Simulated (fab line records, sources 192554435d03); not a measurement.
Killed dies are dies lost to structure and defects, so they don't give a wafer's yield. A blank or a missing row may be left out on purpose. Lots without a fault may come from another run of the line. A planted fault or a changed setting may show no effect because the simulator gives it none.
Which tool did it? | flow n5_finfet | 11 lots, 33 wafers sampled, at 2 steps of a route of 1938

WHAT THE GAUGES READ, wafer by wafer
N5_BEOL_M9_CD_MEAS_35: target cd 70 nm, target cd y 40 nm.
lot  | measured     | on        | cd_nm (nm)
L998 | day 9 13:44  | cd_sem-03 | 69.7 68.8 69.7
L100 | day 9 19:14  | cd_sem-03 | 69.1 70.9 70.1
L999 | day 9 19:42  | cd_sem-02 | 70.3 69.3 69.3
L108 | day 12 00:35 | cd_sem-02 | 70.2 70.1 69.8
L106 | day 12 00:25 | cd_sem-01 | 70.4 70.8 71.2
L115 | day 14 13:43 | cd_sem-01 | 69.8 68.6 70.1
L117 | day 15 07:37 | cd_sem-01 | 69.4 69.0 69.4
L118 | day 15 10:55 | cd_sem-02 | 70.1 68.8 70.3
L121 | day 15 15:40 | cd_sem-01 | 68.3 68.3 69.6
L119 | day 15 18:41 | cd_sem-01 | 70.3 70.1 70.0
L120 | day 15 18:50 | cd_sem-03 | 69.7 68.9 70.2

WHICH TOOL RAN EACH LOT (tool, then ch and the chambers of the sampled wafers, then the start)
lot  | N5_BEOL_M9_ETCH_76
L998 | rie_diel-01 ch 1,2, day 9 13:10
L100 | rie_diel-06 ch 0,1,2, day 9 18:40
L999 | rie_diel-06 ch 0,1,3, day 9 19:08
L108 | rie_diel-06 ch 2,3, day 11 23:49
L106 | rie_diel-01 ch 0,1,2, day 11 23:50
L115 | rie_diel-01 ch 0,2,3, day 14 13:08
L117 | rie_diel-02 ch 0,1,2, day 15 07:02
L118 | rie_diel-02 ch 1,2, day 15 10:20
L121 | rie_diel-01 ch 0,2,3, day 15 15:05
L119 | rie_diel-06 ch 0,1,2, day 15 18:05
L120 | rie_diel-01 ch 1,3, day 15 18:16
- N5_BEOL_M9_ETCH_76: etches underlayer in N2/H2, target depth 6.5 nm, time 5.2 s.

WHAT THE TOOLS THEMSELVES READ (means of the sampled wafers that have a number; where no wafer has one, the mark that the record gives instead)
N5_BEOL_M9_ETCH_76.
lot  | tool        | drypump_motor_current_A (A) | etch_rf_on_time_s (s) | oes_product_au (a.u.) | rf_fwd_power_W (W) | rf_vpp_V (V) | showerhead_plenum_p_Torr (Torr) | throttle_valve_pct (%)
L998 | rie_diel-01 | 5.68                        | 5.25                  | 0.65                  | 821.9              | 524.8        | 2.60                            | 17.96
L100 | rie_diel-06 | 5.53                        | 5.13                  | 0.60                  | 821.9              | 523.5        | 2.56                            | 17.99
L999 | rie_diel-06 | 5.66                        | 5.21                  | 0.64                  | 819.8              | 524.8        | 2.57                            | 17.83
L108 | rie_diel-06 | 5.71                        | 5.15                  | 0.68                  | 818.1              | 526.1        | 2.66                            | 17.57
L106 | rie_diel-01 | 5.56                        | 5.12                  | 0.76                  | 821.0              | 524.5        | 2.54                            | 17.71
L115 | rie_diel-01 | 5.42                        | 5.27                  | 0.70                  | 819.2              | 523.5        | 2.52                            | 17.92
L117 | rie_diel-02 | 5.54                        | 5.14                  | 0.70                  | 820.3              | 523.0        | 2.54                            | 17.66
L118 | rie_diel-02 | 5.73                        | 5.09                  | 0.68                  | 816.9              | 521.2        | 2.49                            | 17.74
L121 | rie_diel-01 | 5.46                        | 5.26                  | 0.69                  | 820.5              | 524.1        | 2.51                            | 17.94
L119 | rie_diel-06 | 5.51                        | 5.13                  | 0.75                  | 818.0              | 524.0        | 2.54                            | 17.77
L120 | rie_diel-01 | 5.38                        | 5.28                  | 0.72                  | 818.4              | 524.2        | 2.58                            | 17.59

THE ANSWER, worked out from the rows above alone
Rule: what is usual is taken from the lots themselves. Put in order of their means at a reading, lots are off if they are a third of the lots or fewer, leave a main group of 4 or more, and stand apart from it by a gap of 3 or more times the standard deviation of the main group's means; of several such gaps the widest counts. A main group whose means are all the same, to the digits that the tables above print for the reading, isn't used. A lot without any number at a reading at which 4 lots or more have one is off too. The other lots that the step has rows for count as sound. The gauges are gone through in route order, then the tools' own readings, and for those a lot's mean is taken as printed above. The first step at which some lot is off is used, and at that step the reading that is off furthest; a lot without a number counts as furthest.
No lot is off at any reading shown: from this, nothing can be told.

WHAT THE SIMULATOR HAD PUT IN
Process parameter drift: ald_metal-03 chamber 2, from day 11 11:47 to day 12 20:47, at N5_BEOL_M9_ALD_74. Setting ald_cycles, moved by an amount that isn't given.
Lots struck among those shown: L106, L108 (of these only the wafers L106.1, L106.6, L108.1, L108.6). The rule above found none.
